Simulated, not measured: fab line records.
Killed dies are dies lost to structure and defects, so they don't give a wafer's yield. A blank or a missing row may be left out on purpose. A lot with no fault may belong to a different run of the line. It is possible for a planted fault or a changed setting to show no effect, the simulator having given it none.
Chamber matching	flow nand_harc	NHARC_P_M2_ETCH_35 on rie_diel-09 has 3 sister chambers
The step etches the open film in N2/H2, target depth 40 nm, overetch 12 nm, time 43.94 s. 3 wafers are shown with their chamber, then 7 later ones without.

== WAFERS, EACH WITH ITS CHAMBER ==
wafer	chamber	rf_vpp_V (V)
L312.5	3	424.6
L312.6	0	430.6
L311.1	2	428.1

== WAFERS WITHOUT THEIR CHAMBER ==
wafer	rf_vpp_V (V)
L311.3	425.4
L313.2	427.1
L313.5	428.7
L313.6	429.4
L314.1	427.3
L314.2	430.3
L314.4	426.4

== EACH ONE'S CHAMBER ==
wafer	from the rows above	in truth
L311.3	can't be placed: 3 or 2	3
L313.2	can't be placed: 2 or 3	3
L313.5	can't be placed: 2 or 0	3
L313.6	can't be placed: 0 or 2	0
L314.1	can't be placed: 2 or 3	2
L314.2	can't be placed: 0 or 2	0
L314.4	can't be placed: 2 or 3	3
Correct placement for 0 of the 7. Not placeable from these rows: 7 (in 6, the candidates include the true chamber). 0 placed wrongly.
How it was worked out, from the rows above alone: a wafer's distance from a chamber is the root of the sum, over the readings, of the square of ((its reading less the chamber's mean) divided by the reading's scatter). If the next closest chamber is less than 2 further off than the closest, the wafer can't be placed; otherwise it belongs to the closest. For every chamber, the mean is computed from those of its wafers that are shown. The scatter: root of mean squared gap, hidden wafer to nearest shown wafer, with one shown wafer a chamber.
